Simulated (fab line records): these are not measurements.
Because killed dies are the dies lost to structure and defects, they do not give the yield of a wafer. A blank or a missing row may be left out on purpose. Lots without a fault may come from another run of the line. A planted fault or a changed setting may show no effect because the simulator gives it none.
Which tool did it? | flow nandHarc | 30 wafers from 10 lots sampled at 4 of the route's 1159 steps

## WHAT EACH GAUGE READ, for each wafer
NHARC_A_CHANNEL_FILL_D1_THK_MEAS_06: measures by ellipsometry.
lot  | measured     | on           | thkNm (nm)
L350 | day 10 12:53 | filmMetro-01 | 4.5 4.6 5.1
L352 | day 10 17:06 | filmMetro-01 | 4.6 5.1 6.0
L353 | day 10 23:05 | filmMetro-02 | 4.6 5.6 6.2
L357 | day 12 04:53 | filmMetro-02 | 4.7 3.0 6.0
L360 | day 12 17:12 | filmMetro-01 | 4.6 3.2 6.0
L359 | day 12 17:11 | filmMetro-02 | 4.9 6.1 5.6
L361 | day 13 05:55 | filmMetro-01 | 6.9 8.6 7.0
L364 | day 14 03:56 | filmMetro-02 | 4.0 4.3 7.2
L370 | day 15 02:04 | filmMetro-02 | 3.8 4.7 5.5
L372 | day 16 02:28 | filmMetro-02 | 6.2 5.2 5.2

## TOOL THAT RAN EACH LOT (tool first, then ch and the chambers of the sampled wafers, then the start)
lot  | NHARC_A_CHANNEL_HOLE_D1_ETCH_44   | NHARC_A_CHANNEL_FILL_D1_STRIP_28  | NHARC_A_CHANNEL_FILL_D1_CVD_05
L350 | rieDiel-10 ch 0,1,2, day 8 18:20  | rieDiel-04 ch 0,1,2, day 10 01:20 | lpcvdPoly-04 ch 0, day 10 03:43
L352 | rieDiel-08 ch 2,3, day 9 03:16    | rieDiel-13 ch 0,1,2, day 10 05:12 | lpcvdPoly-02 ch 0, day 10 07:45
L353 | rieDiel-10 ch 2,3, day 9 06:29    | rieDiel-13 ch 0,2, day 10 11:37   | lpcvdPoly-04 ch 0, day 10 13:59
L357 | rieDiel-10 ch 2,3, day 10 09:58   | rieDiel-13 ch 0,1,3, day 11 16:12 | lpcvdPoly-02 ch 0, day 11 18:46
L360 | rieDiel-10 ch 2,3, day 11 02:47   | rieDiel-13 ch 1,3, day 12 05:47   | lpcvdPoly-04 ch 0, day 12 08:09
L359 | rieDiel-01 ch 2,3, day 11 03:35   | rieDiel-04 ch 0,2, day 12 05:47   | lpcvdPoly-04 ch 0, day 12 08:09
L361 | rieDiel-01 ch 0,1, day 11 18:32   | rieDiel-04 ch 0,1,3, day 12 18:26 | lpcvdPoly-04 ch 0, day 12 20:49
L364 | rieDiel-08 ch 1,2,3, day 12 14:14 | rieDiel-13 ch 1,3, day 13 16:20   | lpcvdPoly-02 ch 0, day 13 18:52
L370 | rieDiel-08 ch 1,2,3, day 13 13:10 | rieDiel-13 ch 0,1, day 14 14:07   | lpcvdPoly-01 ch 0, day 14 16:40
L372 | rieDiel-10 ch 0,2,3, day 14 10:40 | rieDiel-04 ch 1,2, day 15 14:47   | lpcvdPoly-01 ch 0, day 15 17:20
- NHARC_A_CHANNEL_HOLE_D1_ETCH_44: etches the open film in CF4/O2, target depth 140 nm, overetch 14 nm, time 77 s.
- NHARC_A_CHANNEL_FILL_D1_STRIP_28: strips in O2, time 20 s.
- NHARC_A_CHANNEL_FILL_D1_CVD_05: deposits poly-Si, target thk 5 nm.

## THE ANSWER, worked out from the rows above alone
Rule: what is usual is taken from the lots themselves. The widest of any qualifying gaps counts: lots, ordered by their means at a reading, are off when they make up no more than a third of the lots, leave a main group of 4 or more, and stand apart from it by 3 or more times the standard deviation of that group's means. A main group is skipped when, at the precision printed for the reading in the tables above, its means are all equal. A lot without any number at a reading at which 4 lots or more have one is off too. Where the step has rows for the other lots, those lots are counted as sound.
Off at NHARC_A_CHANNEL_FILL_D1_THK_MEAS_06 (thkNm): L361. For the main group the mean is 5.1 nm and the standard deviation 0.39.
A tool fits if, at a process step before that reading, it ran every lot that is off, and no sound lot after the first of them. The gauges at NHARC_A_CHANNEL_FILL_D1_THK_MEAS_06 are tried like those tools. Can't be told from this: 3 tools fit, rieDiel-01 at NHARC_A_CHANNEL_HOLE_D1_ETCH_44, lpcvdPoly-04 at NHARC_A_CHANNEL_FILL_D1_CVD_05, filmMetro-01 at NHARC_A_CHANNEL_FILL_D1_THK_MEAS_06.

## WHAT WAS PUT IN BY THE SIMULATOR
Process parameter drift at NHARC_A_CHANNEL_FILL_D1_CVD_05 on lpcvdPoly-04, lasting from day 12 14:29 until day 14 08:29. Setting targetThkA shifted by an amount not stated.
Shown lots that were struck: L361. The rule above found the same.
